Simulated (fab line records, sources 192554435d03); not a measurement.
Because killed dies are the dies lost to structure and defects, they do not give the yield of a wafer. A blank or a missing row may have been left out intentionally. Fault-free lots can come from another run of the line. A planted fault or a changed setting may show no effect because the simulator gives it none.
fab line records | flow n5_finfet
[record] lots = 6 wafers = 18 last_day = 16
route steps=1938 shown HKMG_FIN@437 GATE_CUT@465 PASSIVATION@1936
lots that met no fault: taken from a fault-free run of the same line
start_h: the number of hours between the record's first day and the start of the first shown wafer of the lot | wait_h: hours elapsed since this lot's preceding step | " as in the row above | L1.1+2: several wafers, shown together as one row | - either no value or no given start | * or withheld: withheld | < > ~ a bound
route shown NAME@n: names a module that has steps shown in the file, with the first one's number in the route | usual: mean and standard deviation over wafers with no fault | same: alike in all rows | chamber/n: place in a boat | sites: per-site readings | _std_site: standard deviation across them | _edge_site: the outer-site mean with the inner-site mean subtracted | radius_mm: how far each site lies from the wafer's centre | mask NAME#n: copy n | behind: tool/chamber where the wafer was last shaped | hold: why the lot went on hold/how many hours it stayed there/how the hold came to an end | device: the transistor (n, p or np) that didn't switch | end of line: the route-end tests of the same wafers | a step without rows: its recipe alone | killed: not the wafer's yield, but the dies lost to structure and defects at the first sort | map: per-die view of a wafer (x killed, . not killed, _ where there is no die)
set.NAME: the setting that was run; set.NAME@STEP: the one run at that earlier step | model.NAME: the simulator's own value behind a step, which no gauge read
certain route steps with their lots: each step a table, each wafer a row
services: the hour from which a tool's chamber was out of use, counted from the record's first day as start_h (under 0 if before that day), plus the number of hours and why
[[steps]]
[step N5_HKMG_FIN_STRIP_34]
[recipe] chemistry = CF4 resist = SiARC power_w = 300 bias_power_w = 75 pressure_mtorr = 50 cf4_flow_sccm = 150 rf_frequency_hz = 6e+07
[step N5_HKMG_FIN_ETCH_35]
[recipe] chemistry = N2/H2 target = SOC target_depth_a = 2158 ion_energy_ev = 65 bias_w = 5 source_w = 3000 time_s = 243.4 pressure_mtorr = 30 n2_flow_sccm = 200 h2_flow_sccm = 200
[step N5_HKMG_FIN_STRIP_92]
[recipe] chemistry = N2/H2 material = SOC time_s = 20 power_w = 500 temp_c = 40 pressure_mtorr = 50 rf_frequency_hz = 6e+07 bias_power_w = 8 h2_frac = 0.5 n2_flow_sccm = 300 h2_flow_sccm = 300
[step N5_HKMG_FIN_WET_ETCH_18]
[recipe] chemistry = SC1 target = TiN mix = 1:1:5 temp_c = * time_s = 55 target_depth_nm = 5.2 dry = ipa_marangoni rinse_time_s = 30 rinse_temp_c = 23
[step N5_HKMG_FIN_STRIP_19]
[recipe] chemistry = N2/H2 power_w = 2500 temp_c = 300 h2_frac = 0.65 time_s = 360 pressure_mtorr = withheld n2_flow_sccm = 1750 h2_flow_sccm = 3250
[usual] drypump_motor_current_A = 5.47/0.21 heater_power_w = 435/22
// columns lot.wafer tool chamber start_h wait_h drypump_motor_current_A heater_power_w rf_hours_counter_h
L243.1 plasma_asher-02 1 76.15 0.0 5.61 455 87
L243.3 " 1 " " 5.63 443 -
L243.5 " 0 " " 5.17 450 -
L249.3 plasma_asher-02 1 110.08 0.1 5.60 456 -
L249.5 " 0 " " 5.13 465 -
L249.6 " 1 " " 5.61 431 -
L254.1 plasma_asher-02 0 145.32 0.0 5.12 462 99
L254.4 " 0 " " 5.16 454 -
L254.5 " 0 " " 5.13 455 -
L255.1 plasma_asher-02 0 150.29 0.0 5.14 456 101
L255.4 " 0 " " 5.18 458 -
L255.5 " 0 " " 5.15 460 -
L263.2 plasma_asher-02 1 196.06 0.0 5.62 440 111
L263.3 " 0 " " 5.17 458 -
L263.5 " 0 " " 5.18 463 -
L264.1 plasma_asher-01 0 202.57 0.0 5.65 384 61
L264.3 " 1 " " 5.51 427 -
L264.4 " 0 " " 5.65 403 -
[step N5_HKMG_FIN_ALD_91]
[recipe] material = TiN target_thk_a = 10 temp_c = 400 ald_precursor_family = TiCl4 ald_co_reactant = NH3 pulse_time_s = 1 purge_time_s = 3 co_reactant_purge_time_s = 2 co_reactant_pulse_time_s = 2 ald_cycles = 47 pressure_torr = 3
[step N5_HKMG_FIN_COAT_85]
[recipe] resist = SOC temp_c = 250 time_s = 60 spin_rpm = 1500 resist_thk_nm = 300
[step N5_HKMG_FIN_ETCH_86]
[recipe] chemistry = N2/H2 target = SOC target_depth_a = 3932 stop_on = TiN ion_energy_ev = 100 bias_w = 61 pressure_mtorr = 30 source_w = 850 n2_flow_sccm = 200 h2_flow_sccm = 200
[step N5_HKMG_FIN_STRIP_89]
[recipe] chemistry = N2/H2 material = SOC time_s = 20 power_w = 500 temp_c = 40 pressure_mtorr = 50 rf_frequency_hz = 6e+07 bias_power_w = 8 h2_frac = 0.5 n2_flow_sccm = 300 h2_flow_sccm = 300
[step N5_HKMG_FIN_WET_ETCH_87]
[recipe] chemistry = SC1 target = TiN mix = 1:2:40 temp_c = 50 time_s = 154.2 target_depth_nm = 4.7 dry = ipa_marangoni rinse_time_s = 30 rinse_temp_c = 23
[step N5_HKMG_FIN_STRIP_88]
[recipe] chemistry = N2/H2 power_w = 2500 temp_c = 300 h2_frac = 0.65 time_s = 360 pressure_mtorr = withheld n2_flow_sccm = 1750 h2_flow_sccm = 3250
[step N5_HKMG_FIN_NWFM_ALD_20]
[recipe] material = TiAlC target_thk_a = 20 temp_c = 300 ald_precursor_family = TiCl4 ald_co_reactant = TEA pulse_time_s = 3 purge_time_s = 2 co_reactant_purge_time_s = 2 co_reactant_pulse_time_s = 10 ald_cycles = 7 pressure_torr = 3
[step N5_HKMG_FIN_ALD_71]
[recipe] material = TiN target_thk_a = 10 temp_c = 400 ald_precursor_family = TiCl4 ald_co_reactant = NH3 pulse_time_s = 1 purge_time_s = 3 co_reactant_purge_time_s = 2 co_reactant_pulse_time_s = 2 ald_cycles = 47 pressure_torr = 3
[usual] heater_power_w = 875/80 precursor_pulse_height_rel = 1.001/0.019
// columns lot.wafer tool chamber start_h wait_h heater_power_w precursor_pulse_height_rel
L243.1 ald_metal-01 2 77.71 0.0 914 1.007
L243.3 " 1 " " 953 0.989
L243.5 " 2 " " 900 0.983
L249.3 ald_metal-03 3 111.43 0.0 978 0.985
L249.5 " 1 " " 793 1.001
L249.6 " 2 " " 760 1.010
L254.1 ald_metal-01 2 146.78 0.0 922 0.997
L254.4 " 3 " " 857 1.007
L254.5 " 0 " " 992 1.025
L255.1 ald_metal-01 2 151.75 0.0 898 0.987
L255.4 " 0 " " 973 1.021
L255.5 " 3 " " 856 1.014
L263.2 ald_metal-04 1 197.52 0.0 843 0.972
L263.3 " 2 " " 965 0.988
L263.5 " 0 " " 799 0.987
L264.1 ald_metal-04 3 204.03 0.0 751 1.016
L264.3 " 2 " " 944 0.977
L264.4 " 1 " " 881 0.986
[step N5_HKMG_FIN_COAT_66]
[recipe] resist = SOC temp_c = 250 time_s = 60 spin_rpm = 1500 resist_thk_nm = 300
[step N5_HKMG_FIN_ETCH_67]
[recipe] chemistry = N2/H2 target = SOC target_depth_a = 3889 stop_on = TiN ion_energy_ev = 100 bias_w = 61 pressure_mtorr = 30 source_w = 850 n2_flow_sccm = 200 h2_flow_sccm = 200
[usual] drypump_motor_current_A = 6.0/0.38 oes_product_au = 0.77/0.093 rf_vpp_V = 241.0/1.3 showerhead_plenum_p_Torr = 2.58/0.07 throttle_valve_pct = 17.93/0.24
// columns lot.wafer tool chamber start_h wait_h drypump_motor_current_A oes_product_au rf_hours_counter_h rf_vpp_V showerhead_plenum_p_Torr throttle_valve_pct
L243.1 rie_diel-03 1 78.04 - 5.5 0.71 146 241.3 2.64 17.62
L243.3 " 0 " " 6.5 0.65 248 240.6 2.63 18.54
L243.5 " 0 " " 6.5 0.65 - 240.9 2.63 18.53
L249.3 rie_diel-06 1 111.84 - 6.6 0.67 238 242.5 2.61 17.84
L249.5 " 2 " " 6.0 0.71 - 239.4 2.51 17.94
L249.6 " 1 " " 6.5 0.66 - 243.0 2.61 17.84
L254.1 rie_diel-06 3 147.12 - 5.5 0.75 178 239.8 2.55 18.12
L254.4 " 3 " " 5.5 0.75 - 239.6 2.55 18.11
L254.5 " 2 " " 6.0 0.70 - 239.0 2.50 17.97
L255.1 rie_diel-03 2 152.09 - 5.8 0.97 1 240.4 2.60 17.84
L255.4 " 1 " " 5.5 0.69 177 241.2 2.63 17.67
L255.5 " 0 " " 6.5 0.88 - 241.1 2.62 18.22
L263.2 rie_diel-04 2 197.86 - 5.6 0.81 63 239.3 2.48 17.72
L263.3 " 3 " " 6.3 0.70 228 242.0 2.62 17.69
L263.5 " 0 " " 6.0 0.70 - 238.9 2.42 17.72
L264.1 rie_diel-03 3 204.37 - 5.8 0.72 199 239.4 2.54 18.27
L264.3 " 2 " " 5.8 0.90 21 241.5 2.59 17.87
L264.4 " 2 " " 5.8 0.89 - 241.1 2.59 17.88
[step N5_HKMG_FIN_STRIP_90]
[recipe] chemistry = N2/H2 material = SOC time_s = 20 power_w = 500 temp_c = 40 pressure_mtorr = 50 rf_frequency_hz = 6e+07 bias_power_w = 8 h2_frac = 0.5 n2_flow_sccm = 300 h2_flow_sccm = 300
[usual] drypump_motor_current_A = 6.0/0.38 oes_product_au = 0.78/0.093 power_w = 499.8/1.3 rf_vpp_V = 54.3/0.85 showerhead_plenum_p_Torr = 3.41/0.09 throttle_valve_pct = 19.2/0.33
// columns lot.wafer tool chamber start_h wait_h drypump_motor_current_A oes_product_au power_w rf_hours_counter_h rf_vpp_V showerhead_plenum_p_Torr throttle_valve_pct
L243.1 rie_diel-03 1 78.10 0.0 5.5 0.72 498.0 146 55.6 3.48 19.0
L243.3 " 0 " " 6.5 0.64 500.4 249 55.2 3.47 20.0
L243.5 " 0 " " 6.5 0.65 499.3 - 55.0 3.47 20.0
L249.3 rie_diel-06 1 111.90 0.0 6.6 0.67 498.9 238 55.3 3.44 19.0
L249.5 " 2 " " 6.0 0.73 496.7 - 54.3 3.32 19.1
L249.6 " 1 " " 6.6 0.67 498.6 - 55.2 3.44 19.0
L254.1 rie_diel-06 3 147.18 0.0 5.6 0.75 498.9 178 54.4 3.37 19.7
L254.4 " 3 " " 5.5 0.76 500.1 - 53.9 3.37 19.7
L254.5 " 2 " " 5.9 0.71 500.4 - 54.4 3.31 19.1
L255.1 rie_diel-03 2 152.15 0.0 5.8 0.96 502.8 1 54.5 3.43 19.1
L255.4 " 1 " " 5.5 0.69 500.6 177 53.5 3.47 19.0
L255.5 " 0 " " 6.5 0.88 498.1 - 55.8 3.46 19.7
L263.2 rie_diel-04 2 197.92 0.0 5.6 0.81 500.9 63 54.3 3.28 19.1
L263.3 " 3 " " 6.3 0.70 498.7 228 54.3 3.46 18.7
L263.5 " 0 " " 6.0 0.71 499.9 - 54.3 3.20 19.0
L264.1 rie_diel-03 3 204.43 0.0 5.9 0.73 501.0 199 53.6 3.36 19.6
L264.3 " 2 " " 5.8 0.90 498.9 21 54.3 3.42 19.2
L264.4 " 2 " " 5.8 0.89 498.7 - 54.4 3.42 19.2
[step N5_HKMG_FIN_WET_ETCH_73]
[recipe] chemistry = SC1 mix = 1:2:40 temp_c = 50 time_s = 42.3 target_depth_nm = 1.3 dry = ipa_marangoni rinse_time_s = 30 rinse_temp_c = 23
[step N5_HKMG_FIN_ETCHBACK_68]
[recipe] chemistry = Cl2/Ar stop_on = HfO2 target_depth_a = 5 pressure_mtorr = 10 icp_w = 600 bias_w = 60 Cl2_flow_sccm = 40 Ar_flow_sccm = 60
[step N5_HKMG_FIN_STRIP_69]
[recipe] chemistry = N2/H2 power_w = 2500 temp_c = 300 h2_frac = 0.65 time_s = 360 pressure_mtorr = withheld n2_flow_sccm = 1750 h2_flow_sccm = 3250
[step N5_HKMG_FIN_ALD_21]
[recipe] material = TiN target_thk_a = 15 temp_c = 400 ald_precursor_family = TiCl4 ald_co_reactant = NH3 pulse_time_s = 1 purge_time_s = 3 co_reactant_purge_time_s = 2 co_reactant_pulse_time_s = 2 ald_cycles = 68 pressure_torr = 3
[step N5_HKMG_FIN_ALD_72]
[recipe] material = W target_thk_a = 20 temp_c = 300 pressure_torr = 7.5 ald_precursor_family = WF6 ald_co_reactant = B2H6 pulse_time_s = 1 purge_time_s = 2 co_reactant_purge_time_s = 2 co_reactant_pulse_time_s = 3 ald_cycles = 7
[step N5_HKMG_FIN_W_FILL_22]
[recipe] material = W target_thk_a = 600 temp_c = 400 pressure_torr = 39.4 time_s = 18.2
[step N5_HKMG_FIN_PRECLEAN_83]
[recipe] chemistry = DIW time_s = 57.5 temp_c = 23
[step N5_HKMG_FIN_SRD_84]
[recipe] dry_time_s = 32 dry = n2_spin spin_rpm = 1500
[step N5_HKMG_FIN_CMP_23]
[recipe] stop_on = SiNx t_overpolish_s = 10 post_cmp_clean = rinse_only down_force_psi = 4 platen_rpm = 50.289 pad_velocity_m_s = 1.0006 target_thk_nm = 46.326
[step N5_HKMG_FIN_CMP_94]
[recipe] stop_on = SiNx post_cmp_clean = w_dilute_nh4oh t_overpolish_s = 4.7 down_force_psi = 4 platen_rpm = 50.289 pad_velocity_m_s = 1.0006 target_thk_nm = 43.299
[usual] motor_current_A = 12.0/0.68
[same] t_overpolish_s = 4.7
// columns lot.wafer tool chamber start_h wait_h motor_current_A
L243.3 cmp-04 1 79.85 0.4 12.1
L243.1 " 0 " " 11.7
L243.5 " 2 " " 12.3
L249.3 cmp-04 3 113.74 0.3 12.4
L249.6 " 2 " " 13.1
L249.5 " 3 " " 12.6
L254.4 cmp-02 0 152.10 3.5 10.4
L254.1 " 1 " " 11.3
L254.5 " 2 " " 12.5
L255.1 cmp-03 3 153.90 0.3 12.1
L255.4 " 0 " " 11.3
L255.5 " 1 " " 11.3
L263.2 cmp-03 1 199.61 0.4 12.0
L263.3 " 0 " " 11.6
L263.5 " 1 " " 11.6
L264.1 cmp-02 3 206.12 0.4 11.7
L264.4 " 0 " " 10.2
L264.3 " 2 " " 12.4
[step N5_GATE_CUT_ETCHBACK_00]
[recipe] chemistry = SF6/Cl2 target = W pressure_mtorr = 8 icp_w = 900 bias_w = 80 SF6_flow_sccm = 40 Cl2_flow_sccm = 60
[step N5_GATE_CUT_ETCH_56]
[recipe] chemistry = Cl2/Ar target = TiN target_depth_a = 216 pressure_mtorr = 10 icp_w = 600 bias_w = 60 Cl2_flow_sccm = 40 Ar_flow_sccm = 60
[step N5_GATE_CUT_ETCHBACK_30]
[recipe] chemistry = Cl2/Ar target = TiN target_depth_a = 30 mode = isotropic pressure_mtorr = 10 icp_w = 600 bias_w = 60 Cl2_flow_sccm = 40 Ar_flow_sccm = 60
[step N5_GATE_CUT_VAPOR_ETCH_60]
[recipe] chemistry = BCl3/Cl2 target = HfO2 mode = isotropic
[step N5_GATE_CUT_ETCH_58]
[recipe] chemistry = CH3F/O2 target = SiNx target_depth_a = 170 time_s = 128.6 ion_energy_ev = 50 pressure_mtorr = 30 source_w = 415 bias_w = 21 Ar_flow_sccm = 150 CH3F_flow_sccm = 30 O2_flow_sccm = 20
[step N5_GATE_CUT_STRIP_59]
[recipe] chemistry = N2/H2 time_s = 20 power_w = 100 temp_c = 40 pressure_mtorr = 100 rf_frequency_hz = 6e+07 bias_power_w = 3 n2_flow_sccm = 300 h2_flow_sccm = 300
[step N5_GATE_CUT_PRECLEAN_31]
[recipe] temp_c = 23 chemistry = DIW time_s = 300
[step N5_GATE_CUT_SRD_32]
[recipe] time_s = 30 temp_c = 23 rinse_liquid = diw dry = ipa_marangoni
[step N5_GATE_CUT_SAC_CAP_01]
[recipe] material = SiNx target_thk_a = 240 temp_c = 400 ald_precursor_family = SiH2I2 ald_co_reactant = N2/H2-plasma pulse_time_s = 1 ald_cycles = 480 purge_time_s = 2 co_reactant_purge_time_s = 2 pressure_torr = 2
[step N5_GATE_CUT_PECVD_57]
[recipe] material = SiNx target_thk_a = 210 temp_c = 400 precursor = SiH4/NH3/N2 pressure_torr = 1.5 rf_w = 300
[step N5_GATE_CUT_CMP_02]
[recipe] stop_on = SiO2 t_overpolish_s = 12.7 post_cmp_clean = alkaline_brush down_force_psi = 2.5 platen_rpm = 51.8 pad_velocity_m_s = 1.0307 target_thk_nm = 0
[step N5_GATE_CUT_HM_DEP_46]
[recipe] material = SiO2 target_thk_a = 1300 temp_c = 400 precursor = TEOS/O2 pressure_torr = 6.5 rf_w = 900 teos_flow_sccm = 161.4 gas = O2 flow_sccm = 2650 time_s = 26.6
[usual] heater_power_w = 528/59 showerhead_plenum_p_Torr = 8.34/0.039 throttle_valve_pct = 18.0/0.51
// columns lot.wafer tool chamber start_h wait_h heater_power_w showerhead_plenum_p_Torr throttle_valve_pct
L243.1 pecvd-01 1 83.32 0.0 613 8.34 18.4
L243.3 " 0 " " 539 8.29 18.4
L243.5 " 0 " " 524 8.32 18.4
L249.3 pecvd-01 0 117.19 0.0 465 8.34 18.6
L249.5 " 0 " " 476 8.31 18.5
L249.6 " 1 " " 521 8.36 18.2
L254.1 pecvd-02 1 155.57 0.0 536 8.32 18.2
L254.4 " 2 " " 465 8.36 17.2
L254.5 " 0 " " 623 8.28 18.5
L255.1 pecvd-03 2 157.90 0.0 620 8.34 18.8
L255.4 " 0 " " 496 8.40 17.5
L255.5 " 2 " " 642 8.35 18.5
L263.2 pecvd-02 2 203.09 0.0 446 8.37 17.4
L263.3 " 1 " " 557 8.31 18.4
L263.5 " 2 " " 454 8.39 17.2
L264.1 pecvd-03 2 209.65 0.0 562 8.34 18.7
L264.3 " 0 " " 452 8.39 17.7
L264.4 " 2 " " 574 8.35 18.6
[step N5_GATE_CUT_COAT_34]
[recipe] resist = SOC temp_c = 250 time_s = 60 spin_rpm = 1500 resist_thk_nm = 60
[step N5_PASSIVATION_PROBE_49]
[usual] defect_limited_yield = 91.2/1.5 killed_at_M0_to_M3 = 31/10 killed_at_M4_up = 15/5.9 killed_at_contacts = 13/6 killed_at_front_end = 41/11 killed_at_other = 4/3.1 killed_dies = 104/18 killed_on_rim = 14/4.1 killed_open = 68/13 killed_short = 33/8.1 sort_bin_4_leakage = 0.00/0.03 sort_bin_5_function = 5.1/1.1 sort_bin_6_memory = 3.2/0.69 sort_n_pass = 1076/18 sort_yield_pct = 91.2/1.5
[same] gross_dies = 1180 killed_at_back_side = 0 sort_bin_8_speed[%] = 0
// columns lot.wafer tool chamber start_h wait_h defect_limited_yield[%] killed_at_M0_to_M3 killed_at_M4_up killed_at_contacts killed_at_front_end killed_at_other killed_dies killed_on_rim killed_open killed_short sort_bin_4_leakage[%] sort_bin_5_function[%] sort_bin_6_memory[%] sort_n_pass sort_yield_pct[%]
L243.1 prober-01 - 279.49 0.0 92.5 39 14 12 22 2 89 11 61 25 0 5.1 2.3 1091 92.5
L243.3 prober-01 - 279.59 0.1 90.9 26 18 10 50 3 107 14 66 37 0 5.8 3.1 1073 90.9
L243.5 prober-01 - 279.69 0.2 88.9 36 22 18 53 2 131 16 95 33 0 6.9 4.1 1049 88.9
L249.3 prober-01 - 291.17 0.1 90.2 49 15 12 30 10 116 21 69 45 0 5.7 3.6 1064 90.2
L249.5 prober-01 - 291.27 0.2 90.4 40 11 15 41 6 113 13 77 35 0 6.4 2.9 1067 90.4
L249.6 prober-01 - 291.32 0.3 91.6 41 13 10 32 3 99 16 60 37 0 4.7 3.1 1081 91.6
L254.1 prober-01 - 329.58 0.0 83.1 33 17 9 134 6 199 33 72 46 0 10.1 4.6 981 83.1
L254.4 prober-01 - 329.73 0.2 90.6 25 19 4 51 12 111 17 62 48 0 5.4 3.4 1069 90.6
L254.5 prober-01 - 329.78 0.2 90.8 35 22 10 39 3 109 11 61 45 0 5.3 3.5 1071 90.8
L255.1 prober-01 - 342.96 0.6 84.2 29 11 15 125 6 186 29 68 32 0 10.8 2.6 994 84.2
L255.4 prober-01 - 343.11 0.7 89.8 19 22 25 44 10 120 15 82 37 0 5.6 3.7 1060 89.8
L255.5 prober-01 - 343.16 0.8 91.9 31 30 11 20 4 96 11 68 28 0 5.2 2.5 1084 91.9
L263.2 prober-01 - 390.01 0.1 93.5 32 13 5 24 3 77 6 57 18 0 3.9 2.3 1103 93.5
L263.3 prober-01 - 390.06 0.1 93.1 28 14 4 30 5 81 13 50 24 0 4.3 2.4 1099 93.1
L263.5 prober-01 - 390.16 0.2 91.2 36 7 18 43 0 104 14 67 34 0 5.8 2.8 1076 91.2
// killed by level:class
L243.1 BEOL_M2:geometric_particle:open=15 MOL_CONTACT_COAG:geometric_particle:open=11 BEOL_M0_SAQP:geometric_particle:short=8 BEOL_M4:geometric_particle:open=7 BEOL_M0_SAQP:geometric_particle:open=5 STARTING-WAFER:geometric_particle:open=5 FIN_SAQP:geometric_particle:short=3 STI_FIN_REVEAL:geometric_particle:open=3
L243.3 STI_FIN_REVEAL:geometric_particle:open=18 BEOL_M4:geometric_particle:open=10 MOL_CONTACT_COAG:geometric_particle:open=9 FIN_SAQP:geometric_particle:short=8 BEOL_M0_SAQP:geometric_particle:short=6 GATE_CUT:geometric_particle:short=5 DUMMY_GATE:geometric_particle:open=5 BEOL_M3:geometric_particle:short=4
L243.5 STI_FIN_REVEAL:geometric_particle:open=19 MOL_CONTACT_COAG:geometric_particle:open=17 BEOL_M4:geometric_particle:open=14 FIN_SAQP:geometric_particle:open=10 BEOL_M0_SAQP:geometric_particle:open=9 BEOL_M0_SAQP:geometric_particle:short=6 BEOL_M2:geometric_particle:open=6 BEOL_M3:geometric_particle:open=6
L249.3 BEOL_M0_SAQP:geometric_particle:open=12 BEOL_M0_SAQP:geometric_particle:short=12 MOL_CONTACT_COAG:geometric_particle:open=8 BEOL_M3:geometric_particle:open=8 BEOL_M4:geometric_particle:open=7 BEOL_M1:geometric_particle:open=6 BEOL_M3:geometric_particle:short=6 FIN_SAQP:geometric_particle:open=5
L249.5 MOL_CONTACT_COAG:geometric_particle:open=11 GATE_CUT:geometric_particle:short=9 BEOL_M0_SAQP:geometric_particle:open=8 BEOL_M1:geometric_particle:open=7 BEOL_M3:geometric_particle:open=7 GATE_CUT:geometric_particle:open=6 BEOL_M4:geometric_particle:open=6 FIN_SAQP:geometric_particle:open=4
L249.6 BEOL_M0_SAQP:geometric_particle:short=10 BEOL_M0_SAQP:geometric_particle:open=8 STI_FIN_REVEAL:geometric_particle:open=7 MOL_CONTACT_COAG:geometric_particle:open=7 BEOL_M3:geometric_particle:open=7 BEOL_M2:geometric_particle:open=6 FIN_SAQP:geometric_particle:short=4 GATE_CUT:geometric_particle:short=4
L254.1 HKMG_FIN:unspecified=81 FIN_SAQP:geometric_particle:open=14 FIN_SAQP:geometric_particle:short=14 GATE_CUT:geometric_particle:short=8 BEOL_M2:geometric_particle:open=8 STI_FIN_REVEAL:geometric_particle:open=7 MOL_CONTACT_COAG:geometric_particle:open=7 BEOL_M3:geometric_particle:open=7
L254.4 FIN_SAQP:geometric_particle:short=19 BEOL_M4:geometric_particle:open=13 FIN_SAQP:geometric_particle:open=10 BEOL_M0:geometric_particle:open=8 GATE_CUT:geometric_particle:short=7 ILD0:geometric_particle:open=5 STI_FIN_REVEAL:geometric_particle:open=4 BEOL_M1:geometric_particle:open=4
L254.5 FIN_SAQP:geometric_particle:short=14 FIN_SAQP:geometric_particle:open=12 BEOL_M4:geometric_particle:open=11 BEOL_M0_SAQP:geometric_particle:short=7 MOL_CONTACT_COAG:geometric_particle:open=7 BEOL_M0_SAQP:geometric_particle:open=7 BEOL_M2:geometric_particle:open=5 BEOL_M5:geometric_particle:short=4
L255.1 HKMG_FIN:unspecified=85 MOL_CONTACT_COAG:geometric_particle:open=14 FIN_SAQP:geometric_particle:open=11 FIN_SAQP:geometric_particle:short=10 BEOL_M4:geometric_particle:open=8 BEOL_M1:geometric_particle:open=7 BEOL_M0_SAQP:geometric_particle:short=6 BEOL_M0_SAQP:geometric_particle:open=6
L255.4 MOL_CONTACT_COAG:geometric_particle:open=18 STI_FIN_REVEAL:geometric_particle:open=11 DUMMY_GATE:geometric_particle:open=11 BEOL_M4:geometric_particle:open=11 MOL_CONTACT_COAG:geometric_particle:short=7 FIN_SAQP:geometric_particle:open=4 FIN_SAQP:geometric_particle:short=4 BEOL_M0_SAQP:geometric_particle:short=4
L255.5 BEOL_M4:geometric_particle:open=17 MOL_CONTACT_COAG:geometric_particle:open=9 BEOL_M0_SAQP:geometric_particle:short=8 BEOL_M2:geometric_particle:open=7 BEOL_M0:geometric_particle:open=5 BEOL_M5:geometric_particle:open=5 FIN_SAQP:geometric_particle:short=3 FIN_SAQP:geometric_particle:open=3
L263.2 BEOL_M3:geometric_particle:open=11 BEOL_M1:geometric_particle:open=7 BEOL_M4:geometric_particle:open=7 FIN_SAQP:geometric_particle:short=6 FIN_SAQP:geometric_particle:open=4 MOL_CONTACT_COAG:geometric_particle:open=4 BEOL_M0_SAQP:geometric_particle:short=4 BEOL_M0_SAQP:geometric_particle:open=3
L263.3 BEOL_M3:geometric_particle:open=8 BEOL_M0_SAQP:geometric_particle:open=7 MOL_CONTACT_COAG:geometric_particle:open=4 BEOL_M1:geometric_particle:open=4 BEOL_M5:geometric_particle:open=4 BEOL_M6:geometric_particle:open=3 GATE_CUT:geometric_particle:short=3 BEOL_M4:geometric_particle:open=3
L263.5 MOL_CONTACT_COAG:geometric_particle:open=16 BEOL_M0_SAQP:geometric_particle:short=12 BEOL_M0_SAQP:geometric_particle:open=10 FIN_SAQP:geometric_particle:open=9 GATE_CUT:geometric_particle:short=6 STI_FIN_REVEAL:geometric_particle:open=5 GATE_CUT:geometric_particle:open=5 BEOL_M0:geometric_particle:open=4
// map L254.1 (x killed, . not)
_________________............________________
______________.................._____________
___________.......x.x......x.....x.__________
__________xx....x......x............_________
________.xx.................x........._______
_______xxxx.....x...x...........xx.x...______
______xxxxx..........x........x....x...._____
_____xxxxxxx.x.................x........x____
____xxxxxxxxx............x.............x..___
___xxxxxxxxx.x...xx.......x................__
___xxxxxxxxxx......................x.x.....__
__xxxxxxxxx.....x.x..x....x.........x......._
__xxxxxxxxxx...xx.......x..............x...._
_xxx.xx.xxxx.......x.x..............x..x.....
_.x.xxxx..x..x...x.x................x........
_x...x.x.......x........x....................
_..x....x..x........x...........x.xx........x
_..........................................x.
_......x..........x...........x.x............
_.x.......x....x..x...........x.x.......x....
_......................x..x.........x.x......
__..x............x........x.............x..._
__.......xx...........x.x.........x........x_
___....x.................x........x........__
___x.....xx...xx.......x.......xx.....x...x__
____.x..........x...x.x.x..............x..___
_____..................x..........x.x....____
______........................x.x......._____
_______.................x.......x.....x______
________.............................x_______
__________...........x.......x..x..._________
___________.........x..............__________
______________..x..............x_____________
_________________..x.........________________
// map L255.1 (x killed, . not)
_________________..x.........________________
______________x.........x......._____________
___________....................x..x__________
__________x........................._________
________xxx.x........................._______
_______xxx.xx..x.......x..........x....______
______xxxxx..x........x................._____
_____xxxxxx..............................____
____xxxxxxxxx....x.....xx.......x.........___
___xxxxxxxxxxx....xx....x.x.........x...x..__
___xxxxxxxxxx........x...x.................__
__xxxxxxxxxx.x.x...........x................_
__xxxxxx.x..xx...x....x.x..................x_
_.x.xxxxxxx.x.x..x...........................
_.xxxx.x.x................x........x..x......
_...xxxx..........................x..........
_.......x.................x...x............x.
_..............x.......x....x...........x....
_.......................x.x.....xx....x...x..
_....x..x............x......x................
_..............x.............................
__........x.....xx...........x.x..........x._
__...x.......x.x............................_
___.x.........x....xxx...x...........x....x__
___..............x.........x..........x....__
____..x......................x..x.........___
_____.........x.......................x..____
______.............x...x......x.......x._____
_______..........x............x.x......______
________..x.........x........x..xx...._______
__________x.......x.x.......x......._________
___________........................__________
______________..........x......._____________
_________________....x.......________________
[[services]]
// columns tool chamber start_h hours kind
ald_metal-03 1 53.59 25.6 repair
rie_diel-04 2 58.10 1.9 repair
rie_diel-04 1 71.78 3.2 repair
plasma_asher-02 - 78.02 2.8 pm
pecvd-01 2 81.78 8.4 repair
cmp-04 - 81.89 0.6 repair
rie_diel-06 1 100.93 9.5 repair
cmp-03 - 114.92 5.2 pm
rie_diel-03 2 117.19 15.1 repair
ald_metal-04 1 120.06 7.5 repair
ald_metal-04 - 121.13 0.6 repair
cmp-04 - 123.04 2.1 repair
cmp-02 - 130.62 2.9 repair
pecvd-03 1 152.33 5.4 repair
cmp-02 - 153.46 31.7 pm
cmp-03 - 168.10 0.7 repair
ald_metal-04 3 171.99 1.6 repair
pecvd-02 2 186.72 8.7 repair
ald_metal-04 0 187.57 8.1 repair
pecvd-01 - 191.73 2.8 pm
rie_diel-03 1 203.54 3.0 repair
pecvd-03 - 206.11 2.8 pm
cmp-02 - 207.54 0.9 repair
pecvd-02 0 208.82 4.3 repair
[[key]]
[first_sign] step = N5_PASSIVATION_PROBE_49 reading = killed_at_front_end direction = up sigmas = 8.2 usual = 41 struck = 130
[effect] step = N5_PASSIVATION_PROBE_49 reading = killed_dies direction = up sigmas = 4.9 usual = 104 struck = 192
[more_kills_born_at] N5_HKMG_FIN_ALD_71@ald_metal-01 = 166
met_at N5_HKMG_FIN_ALD_71
struck_wafers L254.1,L255.1
onset_between 77.71 146.78
[fault] kind = chamber_particle_source tool = ald_metal-01 chamber = 2 onset_h = 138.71 steps = N5_HKMG_FIN_ALD_71 rate_per_visit_cm2 = 0.84707 end_h = 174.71
